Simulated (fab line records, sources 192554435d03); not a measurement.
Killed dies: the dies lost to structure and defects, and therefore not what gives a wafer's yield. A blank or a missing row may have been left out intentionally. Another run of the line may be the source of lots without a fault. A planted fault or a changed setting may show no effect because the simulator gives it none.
Comparing a struck lot with a sound one    flow n5-finfet    18 out of 1938 route steps
Sound: wafers L843.1, L843.3, L843.6. Struck: wafer L845.1 (left out: L845.2, L845.4 of the same lot, which were not struck); the cause appears at the end.
At each step with rows: each side's tool, then ch and its chambers, then its first start. Under that, the readings that differ: sound wafers    struck wafers    difference of the means    sigmas: that difference in standard deviations of wafers without a fault.
alike: a reading whose means differ by less than 2 such deviations, as well as words and numbers matching on both sides. not compared: withheld readings; readings where some wafer has no value; bounds like >300 that might hide an equal value; numbers whose values overlap and for which the record gives no deviation.
The two part at a step that has a row with sigmas, a row that says differs or no value, or rows on one side only. Numbers that don't overlap but have no deviation are shown without sigmas and don't part them. A reading missing from all wafers of one side parts the sides only when that side holds two or more wafers.

N5_BEOL_M3_INSPECT_30: inspects for defects (brightfield).
  sound: defect-inspect-01 at day 9 01:58; struck: defect-inspect-02 at day 9 14:35
  alike: raw-defect-count
N5_BEOL_M3_DESCUM_33: chemistry O2, time 7 s.
  sound on rie-diel-03 ch 1,2,3, day 9 02:01; struck on rie-diel-01 ch 0, day 9 14:37
  alike: drypump-motor-current-A, oes-product-au, rf-vpp-V, showerhead-plenum-p-Torr, throttle-valve-pct
  not compared: rf-hours-counter-h
then, 3 steps without rows for these wafers: N5_BEOL_M3_ETCH_77 (etches underlayer in N2/H2, target depth 6.5 nm, time 5.2 s); N5_BEOL_M3_ETCH_69 (etches SiARC in CF4, target depth 15.6 nm, time 26 s); N5_BEOL_M3_ALD_98 (deposits SiO2, target thk 2.5 nm, pulse time 1 s, co reactant pulse time 1 s).
N5_BEOL_M3_ETCHBACK_99: etches SiO2 in CHF3, target depth 5 nm, time 10.4 s.
  sound on rie-diel-03 ch 0,2, day 9 04:38; struck on rie-diel-02 ch 2, day 9 17:01
reading                      sound        struck  difference  sigmas
drypump-motor-current-A (A)  4.9 5.7 4.9  6.4     +1.2        +2
  alike: oes-product-au, rf-vpp-V, showerhead-plenum-p-Torr, throttle-valve-pct
  not compared: rf-hours-counter-h
N5_BEOL_M3_ETCH_70: etches SOC in N2/H2, target depth 80 nm, overetch 16 nm, time 120 s.
  sound on rie-diel-03 ch 0,2, day 9 04:40; struck on rie-diel-02 ch 2, day 9 17:03
reading                      sound           struck  difference  sigmas
drypump-motor-current-A (A)  4.9 5.8 4.9     6.4     +1.2        +2
oes-product-au (a.u.)        0.60 0.56 0.60  0.73    +0.14       +2
  alike: h2-flow-sccm, rf-vpp-V, run-length-s, showerhead-plenum-p-Torr, throttle-valve-pct
  not compared: rf-hours-counter-h
then, 2 steps without rows for these wafers: N5_BEOL_M3_STRIP_71 (strips in N2/H2); N5_BEOL_M3_STRIP_78 (strips in N2/H2).
N5_BEOL_M3_VIA_ETCH_34: etches the open film in C4F6/O2, target depth 69.4 nm, time 65.9 s.
  sound on rie-diel-03 ch 0,2, day 9 04:46; struck on rie-diel-02 ch 2, day 9 17:09
reading                      sound           struck  difference  sigmas
drypump-motor-current-A (A)  4.9 5.8 4.9     6.4     +1.2        +2
oes-product-au (a.u.)        0.77 0.74 0.78  0.96    +0.20       +2
  alike: oes_o_777_au, rf-vpp-V, run-length-s, showerhead-plenum-p-Torr, throttle-valve-pct
  not compared: rf-hours-counter-h
then, 2 steps without rows for these wafers: N5_BEOL_M3_STRIP_83 (strips in C4F6/O2); N5_BEOL_M3_STRIP_36 (strips in N2/H2).
N5_BEOL_M3_TRENCH_ETCH_37: etches SiOC in C4F6/O2, target depth 55.555 nm, time 29.2 s.
  sound on rie-diel-03 ch 0,2, day 9 04:52; struck on rie-diel-02 ch 2, day 9 17:15
reading                              sound              struck  difference  sigmas
drypump-motor-current-A (A)          4.9 5.8 4.9        6.4     +1.2        +2
oes-product-au (a.u.)                0.77 0.74 0.77     0.96    +0.20       +2
run-length-s (s)                     52.2 52.7 52.7     54.4    +1.9        +4
model.BEOL_M3.feature-depth-nm (nm)  54 55 54.2         60.4    +6.0        
model.etch.depth-nm (nm)             54.05 55.09 54.15  60.38   +5.95       
  alike: oes_o_777_au, rf-vpp-V, showerhead-plenum-p-Torr, throttle-valve-pct
  not compared: rf-hours-counter-h
N5_BEOL_M3_ETCH_41: etches SiCN in CH3F/O2, target depth 29.9 nm, time 52.5 s.
  sound on rie-diel-03 ch 0,2; struck on rie-diel-02 ch 2
reading                      sound        struck  difference  sigmas
drypump-motor-current-A (A)  4.9 5.8 4.9  6.4     +1.2        +2
  alike: oes-product-au, rf-vpp-V, run-length-s, showerhead-plenum-p-Torr, throttle-valve-pct
  not compared: rf-hours-counter-h
then, 1 step without rows for these wafers: N5_BEOL_M3_STRIP_97 (strips in N2/H2, time 10 s).
N5_BEOL_M3_OCD_MEAS_38:
  sound: ocd-02 at day 9 05:01; struck: ocd-01 at day 9 17:25
reading               sound           struck  difference  sigmas
trench-depth-nm (nm)  53.9 55.0 53.8  60.4    +6.2        +6
then, 1 step without rows for these wafers: N5_BEOL_M3_HM_STRIP_39 (strips TiN in peroxide tin strip, target depth 25 nm, time 158 s).
N5_BEOL_M4_RC_MEAS_101:
  sound on prober-01 ch 0, day 9 18:31; struck on prober-02 ch 0, day 10 12:01
  alike: DIBL_N, DIBL_P, IOFF_N, IOFF_P, ION_N, ION_P, SS_N, SS_P, VT_N, VT_P

== WHERE THEY PART ==
At N5_BEOL_M3_ETCHBACK_99 first; at N5_BEOL_M3_OCD_MEAS_38 last (within this record only). Later steps at which nothing parts them and some readings are alike: N5_BEOL_M4_RC_MEAS_101.

WHY: the cause the simulator had injected
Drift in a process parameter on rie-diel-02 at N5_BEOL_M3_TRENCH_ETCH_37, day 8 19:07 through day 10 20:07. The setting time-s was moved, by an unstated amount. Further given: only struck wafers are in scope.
